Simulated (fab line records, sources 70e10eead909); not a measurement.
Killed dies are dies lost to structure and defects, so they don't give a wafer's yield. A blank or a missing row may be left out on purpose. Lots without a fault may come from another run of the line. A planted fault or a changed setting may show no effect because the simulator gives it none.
Chamber matching | flow nand_harc | NHARC_A_STAIRCASE_TRIM_187 on rie_diel-04: 4 sister chambers
The step chemistry O2, time 211.2 s. 4 wafers are shown with their chamber, then 7 later ones without.

WAFERS WITH THEIR CHAMBER
wafer  | chamber | showerhead_plenum_p_Torr (Torr)
L087.1 | 2       | 3.34
L087.2 | 0       | 3.39
L087.3 | 3       | 3.56
L087.4 | 1       | 3.45

WAFERS WITHOUT THEIR CHAMBER
wafer  | showerhead_plenum_p_Torr (Torr)
L087.6 | 3.34
L088.3 | 3.56
L088.4 | 3.38
L088.6 | 3.38
L090.3 | 3.33
L090.4 | 3.55
L090.5 | 3.33

WHICH CHAMBER EACH WENT THROUGH
wafer  | from the rows above | in truth
L087.6 | 2                   | 2
L088.3 | 3                   | 3
L088.4 | 0                   | 0
L088.6 | 0                   | 0
L090.3 | 2                   | 2
L090.4 | 3                   | 3
L090.5 | 2                   | 2
Placed correctly: 7 of 7. Can't be placed from these rows: 0. Placed wrongly: 0.
How it was worked out, from the rows above alone: a wafer's distance from a chamber is the root of the sum, over the readings, of the square of ((its reading less the chamber's mean) divided by the reading's scatter). The wafer belongs to the nearest chamber; if the next one is less than 2 further off, it can't be placed. A chamber's mean is the mean of its shown wafers. The scatter: with one shown wafer a chamber, the root of the mean of the squares of how far each hidden wafer lies from its nearest shown one.
